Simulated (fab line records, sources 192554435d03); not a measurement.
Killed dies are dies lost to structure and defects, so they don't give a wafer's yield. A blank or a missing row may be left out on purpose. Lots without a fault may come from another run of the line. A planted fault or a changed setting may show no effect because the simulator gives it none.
Which tool did it? | flow n5_finfet | 10 lots, 30 wafers sampled, at 5 steps of a route of 1938

WHAT THE GAUGES READ, wafer by wafer
N5_MOL_CONTACT_COAG_INSPECT_10: inspects for defects (brightfield).
lot  | measured     | on                | raw_defect_count
L843 | day 5 08:23  | defect_inspect-02 | 54 42 72
L844 | day 5 10:37  | defect_inspect-02 | 84 115 93
L845 | day 5 19:40  | defect_inspect-02 | 55 54 50
L847 | day 6 09:20  | defect_inspect-02 | 62 54 87
L857 | day 8 14:37  | defect_inspect-02 | 169 135 163
L859 | day 9 07:46  | defect_inspect-01 | 63 53 104
L861 | day 9 15:23  | defect_inspect-01 | 34 50 66
L862 | day 9 22:46  | defect_inspect-02 | 126 90 66
L863 | day 10 02:47 | defect_inspect-01 | 119 145 116
L864 | day 10 10:52 | defect_inspect-02 | 82 56 87

N5_BEOL_M4_RC_MEAS_101.
lot  | measured     | on        | DIBL_N (mV/V)  | DIBL_P (mV/V)  | IOFF_N (nA/um)    | IOFF_P (nA/um)    | ION_N (uA/um) | ION_P (uA/um) | RC_DENSE_N (ohm.um) | RC_DENSE_P (ohm.um) | RC_N (ohm.um)     | RC_P (ohm.um)  | REXT_N (ohm.um) | REXT_P (ohm.um)   | SS_N (mV/dec)  | SS_P (mV/dec)  | VT_N (mV)         | VT_P (mV)
L843 | day 8 17:36  | prober-01 | 36.9 34.8 37.4 | 37.8 34.3 37.7 | 0.177 0.138 0.188 | 0.222 0.175 0.220 | 669 678 690   | 460 463 466   | 19.0 18.6 18.6      | 23.9 23.2 23.6      | 15.42 15.00 15.26 | 19.6 19.0 19.3 | 81.9 80.3 80.2  | 101.8 102.2 102.6 | 71.7 70.9 71.8 | 73.2 73.1 74.0 | 248.6 253.1 247.8 | -249 -252 -250
L844 | day 9 01:41  | prober-02 | 34.9 33.5 35.1 | 35.5 33.6 36.0 | 0.155 0.128 0.159 | 0.228 0.191 0.224 | 661 648 668   | 460 455 460   | 35.0 35.4 35.1      | 43.1 43.9 43.9      | 28.21 28.88 28.46 | 35.7 35.9 35.5 | 88.5 88.4 88.2  | 111.8 112.3 112.8 | 71.6 71.3 72.0 | 73.5 72.9 73.1 | 249.3 252.2 249.7 | -249 -252 -247
L845 | day 9 03:20  | prober-01 | 37.1 36.6 36.3 | 37.2 36.7 36.3 | 0.180 0.178 0.169 | 0.253 0.256 0.241 | 668 655 665   | 463 457 463   | 35.0 36.2 35.4      | 43.7 44.8 44.3      | 28.78 29.56 29.12 | 35.7 36.5 36.2 | 88.5 90.8 90.1  | 114.0 113.9 113.1 | 71.6 71.7 71.6 | 73.5 72.6 73.6 | 247.7 247.2 244.9 | -247 -246 -245
L847 | day 9 20:58  | prober-01 | 36.2 35.4 36.4 | 36.6 34.5 37.0 | 0.161 0.140 0.168 | 0.244 0.202 0.238 | 651 651 659   | 461 451 458   | 35.8 35.7 36.3      | 44.2 44.7 45.6      | 28.68 29.09 29.52 | 36.3 36.2 36.8 | 91.3 89.8 90.3  | 114.2 114.5 114.9 | 71.7 71.5 71.6 | 74.0 72.5 73.5 | 248.0 250.6 248.6 | -245 -246 -246
L857 | day 11 23:09 | prober-02 | 35.3 36.2 36.7 | 34.9 35.7 36.2 | 0.123 0.135 0.145 | 0.158 0.168 0.174 | 667 672 664   | 452 452 448   | 19.4 18.9 19.5      | 24.2 23.3 23.9      | 15.72 15.42 15.83 | 19.6 18.9 19.6 | 79.0 77.8 78.1  | 96.2 95.4 96.8    | 71.6 71.6 71.8 | 73.2 72.9 72.7 | 255.3 253.1 252.7 | -256 -256 -255
L859 | day 12 14:25 | prober-01 | 36.7 36.8 35.0 | 38.8 39.0 36.9 | 0.167 0.173 0.146 | 0.226 0.231 0.194 | 666 669 672   | 463 459 460   | 19.3 18.9 19.0      | 23.9 23.5 23.7      | 15.64 15.38 15.57 | 19.6 19.1 19.4 | 78.6 77.7 78.0  | 100.8 100.5 101.8 | 72.0 71.6 71.7 | 74.2 73.8 73.3 | 249.4 250.7 250.6 | -253 -250 -252
L861 | day 13 06:30 | prober-01 | 36.0 35.5 34.7 | 36.0 34.9 33.0 | 0.152 0.131 0.125 | 0.212 0.190 0.175 | 674 667 667   | 466 456 465   | 18.6 18.8 18.2      | 23.2 23.7 22.9      | 15.13 15.28 14.95 | 19.1 19.1 19.0 | 75.2 76.7 75.0  | 98.8 100.3 99.3   | 71.5 71.3 71.0 | 72.5 72.5 72.0 | 253.1 253.4 252.4 | -250 -251 -250
L862 | day 12 22:23 | prober-01 | 35.9 34.7 35.5 | 35.8 34.1 34.8 | 0.153 0.133 0.139 | 0.224 0.208 0.221 | 681 670 662   | 465 466 465   | 18.6 18.5 18.5      | 23.2 23.4 23.6      | 15.21 15.09 15.17 | 19.3 19.2 19.3 | 76.4 76.6 76.6  | 103.7 102.6 101.9 | 71.5 70.7 71.4 | 73.0 73.3 73.3 | 249.2 252.9 250.5 | -249 -246 -246
L863 | day 13 13:08 | prober-01 | 35.8 34.8 37.9 | 38.6 37.1 40.1 | 0.164 0.143 0.199 | 0.217 0.193 0.236 | 677 677 686   | 454 461 458   | 19.2 18.9 19.2      | 24.0 23.8 23.6      | 15.64 15.51 15.46 | 19.4 19.4 19.4 | 76.5 74.6 74.4  | 101.7 99.5 102.3  | 71.6 70.9 73.0 | 73.5 73.4 74.4 | 248.1 252.1 248.2 | -249 -250 -249
L864 | day 13 16:08 | prober-02 | 37.0 36.4 36.7 | 36.3 36.3 36.4 | 0.169 0.166 0.173 | 0.218 0.213 0.222 | 677 682 680   | 459 464 464   | 19.0 19.2 18.9      | 23.9 24.0 23.7      | 15.44 15.57 15.47 | 19.6 19.6 19.6 | 76.9 76.8 76.3  | 100.1 99.4 100.1  | 72.2 71.4 72.0 | 72.9 74.0 73.8 | 249.2 247.6 247.2 | -251 -252 -249

WHICH TOOL RAN EACH LOT (tool, then ch and the chambers of the sampled wafers, then the start)
lot  | N5_GATE_CUT_CMP_61            | N5_MOL_CONTACT_COAG_IMPLANT_129 | N5_MOL_CONTACT_COAG_PRE_CLEAN_142
L843 | cmp-03 ch 1,3, day 5 07:48    | implanter-01 ch 0, day 5 08:53  | pvd_sputter-03, day 5 13:51
L844 | cmp-04 ch 0,3, day 5 10:00    | implanter-01 ch 0, day 5 11:24  | pvd_sputter-02, day 5 19:17
L845 | cmp-01 ch 1,3, day 5 18:55    | implanter-01 ch 0, day 5 20:28  | pvd_sputter-02, day 6 00:05
L847 | cmp-03 ch 0,1,2, day 6 08:47  | implanter-01 ch 0, day 6 09:50  | pvd_sputter-03, day 6 14:19
L857 | cmp-04 ch 0,1,3, day 8 13:53  | implanter-02 ch 0, day 8 15:16  | pvd_sputter-02, day 8 20:47
L859 | cmp-04 ch 0,2,3, day 9 07:14  | implanter-02 ch 0, day 9 08:19  | pvd_sputter-03, day 9 13:50
L861 | cmp-04 ch 0,1,2, day 9 14:40  | implanter-01 ch 0, day 9 15:52  | pvd_sputter-03, day 9 22:52
L862 | cmp-03 ch 1,2,3, day 9 22:09  | implanter-02 ch 0, day 9 23:49  | pvd_sputter-01, day 10 06:44
L863 | cmp-03 ch 0,1,2, day 10 02:03 | implanter-02 ch 0, day 10 03:19 | pvd_sputter-02, day 10 10:10
L864 | cmp-01 ch 0,1, day 10 10:07   | implanter-02 ch 0, day 10 11:19 | pvd_sputter-03, day 10 16:19
- N5_GATE_CUT_CMP_61: polishes, stops on SiNx, t overpolish 3 s.
- N5_MOL_CONTACT_COAG_IMPLANT_129
- N5_MOL_CONTACT_COAG_PRE_CLEAN_142: time 60 s.

WHAT THE TOOLS THEMSELVES READ (means of the sampled wafers that have a number; where no wafer has one, the mark that the record gives instead)
N5_GATE_CUT_CMP_61.
lot  | tool   | motor_current_A (A) | platen_rpm (rpm)
L843 | cmp-03 | 12.7                | 27.110
L844 | cmp-04 | 12.4                | 27.095
L845 | cmp-01 | 14.9                | 27.095
L847 | cmp-03 | 12.7                | 27.104
L857 | cmp-04 | 12.5                | 27.122
L859 | cmp-04 | 12.9                | 27.096
L861 | cmp-04 | 12.9                | 27.088
L862 | cmp-03 | 12.6                | 27.102
L863 | cmp-03 | 12.8                | 27.093
L864 | cmp-01 | 13.5                | 27.099

N5_MOL_CONTACT_COAG_IMPLANT_129.
lot  | tool         | beam_on_s (s) | dose_ions_cm2 | faraday_current_uA
L843 | implanter-01 | 40            | 6e+14         | 1892
L844 | implanter-01 | 10            | 6e+13         | 752
L845 | implanter-01 | 10            | 6e+13         | 760
L847 | implanter-01 | 10            | 6e+13         | 756
L857 | implanter-02 | 30            | 6e+14         | 2476
L859 | implanter-02 | 31            | 6e+14         | 2461
L861 | implanter-01 | 41            | 6e+14         | 1851
L862 | implanter-02 | 30            | 6e+14         | 2529
L863 | implanter-02 | 30            | 6e+14         | 2518
L864 | implanter-02 | 31            | 6e+14         | 2466

N5_MOL_CONTACT_COAG_PRE_CLEAN_142.
lot  | tool           | heater_power_w (W)
L843 | pvd_sputter-03 | 385
L844 | pvd_sputter-02 | 440
L845 | pvd_sputter-02 | 447
L847 | pvd_sputter-03 | 394
L857 | pvd_sputter-02 | 432
L859 | pvd_sputter-03 | 442
L861 | pvd_sputter-03 | 408
L862 | pvd_sputter-01 | 437
L863 | pvd_sputter-02 | 458
L864 | pvd_sputter-03 | 426

THE ANSWER, worked out from the rows above alone
Rule: what is usual is taken from the lots themselves. Put in order of their means at a reading, lots are off if they are a third of the lots or fewer, leave a main group of 4 or more, and stand apart from it by a gap of 3 or more times the standard deviation of the main group's means; of several such gaps the widest counts. A main group whose means are all the same, to the digits that the tables above print for the reading, isn't used. A lot without any number at a reading at which 4 lots or more have one is off too. The other lots that the step has rows for count as sound. The gauges are gone through in route order, then the tools' own readings, and for those a lot's mean is taken as printed above. The first step at which some lot is off is used, and at that step the reading that is off furthest; a lot without a number counts as furthest.
Off: L844, L845, L847, at N5_BEOL_M4_RC_MEAS_101 (RC_P). The main group: mean 19.3 ohm.um, standard deviation 0.15.
A tool fits if, at a process step before that reading, it ran every lot that is off, and no sound lot after the first of them. The gauges at N5_BEOL_M4_RC_MEAS_101 aren't tried: what is off there is off at N5_MOL_CONTACT_COAG_IMPLANT_129 too, on other tools, and a gauge's error can't cause that. None of those tried fits.

WHAT THE SIMULATOR HAD PUT IN
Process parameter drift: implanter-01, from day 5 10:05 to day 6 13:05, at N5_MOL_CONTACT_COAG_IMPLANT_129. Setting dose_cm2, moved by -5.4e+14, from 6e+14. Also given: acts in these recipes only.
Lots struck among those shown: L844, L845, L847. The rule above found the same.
